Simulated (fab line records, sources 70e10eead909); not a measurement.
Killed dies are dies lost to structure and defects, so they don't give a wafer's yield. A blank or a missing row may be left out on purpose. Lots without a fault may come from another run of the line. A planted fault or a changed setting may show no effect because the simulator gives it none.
Chamber matching | flow nand_harc | NHARC_P_M2_STRIP_18 on rie_diel-07: 4 sister chambers
The step strips in N2/H2. 14 wafers are shown with their chamber, then 7 later ones without.

WAFERS WITH THEIR CHAMBER
wafer  | chamber | drypump_motor_current_A (A) | oes_product_au (a.u.) | throttle_valve_pct (%)
L454.2 | 2       | 6.5                         | 0.987                 | 14.187
L454.3 | 0       | 6.0                         | 0.994                 | 14.167
L454.5 | 2       | 6.5                         | 0.985                 | 14.155
L455.2 | 2       | 6.5                         | 0.993                 | 14.177
L455.3 | 0       | 6.0                         | 0.993                 | 14.167
L455.6 | 1       | 4.7                         | 1.007                 | 14.153
L459.2 | 0       | 6.0                         | 0.994                 | 14.156
L459.3 | 1       | 4.7                         | 1.015                 | 14.163
L459.4 | 2       | 6.5                         | 1.001                 | 14.175
L460.1 | 3       | 5.4                         | 1.002                 | 14.185
L460.2 | 1       | 4.6                         | 1.002                 | 14.171
L460.5 | 1       | 4.7                         | 1.005                 | 14.179
L464.1 | 0       | 6.0                         | 0.990                 | 14.169
L464.3 | 3       | 5.4                         | 0.988                 | 14.180

SIGNATURES (means of the wafers above)
reading                 | chamber 0 | chamber 1 | chamber 2 | chamber 3 | scatter within a chamber
drypump_motor_current_A | 6.000     | 4.675     | 6.500     | 5.400     | 0.0274
oes_product_au          | 0.99275   | 1.00725   | 0.99150   | 0.99500   | 0.00597
throttle_valve_pct      | 14.16475  | 14.16650  | 14.17350  | 14.18250  | 0.0101
Rule: a wafer's distance from a chamber is the root of the sum, over the readings, of the square of ((its reading less the chamber's mean) divided by the reading's scatter). The wafer belongs to the nearest chamber; if the next one is less than 2 further off, it can't be placed. The scatter: the root of (the sum of the squares of (reading less its chamber's mean) over the shown wafers, divided by (wafers less chambers)).

WAFERS WITHOUT THEIR CHAMBER
wafer  | drypump_motor_current_A (A) | oes_product_au (a.u.) | throttle_valve_pct (%)
L464.5 | 4.7                         | 1.003                 | 14.159
L465.1 | 4.7                         | 0.998                 | 14.160
L465.2 | 5.4                         | 0.988                 | 14.165
L465.4 | 6.5                         | 0.990                 | 14.178
L467.1 | 5.4                         | 0.993                 | 14.164
L467.4 | 4.7                         | 1.005                 | 14.178
L467.6 | 5.4                         | 1.004                 | 14.166

WHICH CHAMBER EACH WENT THROUGH
wafer  | from the rows above | in truth
L464.5 | 1                   | 1
L465.1 | 1                   | 1
L465.2 | 3                   | 3
L465.4 | 2                   | 2
L467.1 | 3                   | 3
L467.4 | 1                   | 1
L467.6 | 3                   | 3
Placed correctly: 7 of 7. Can't be placed from these rows: 0. Placed wrongly: 0.
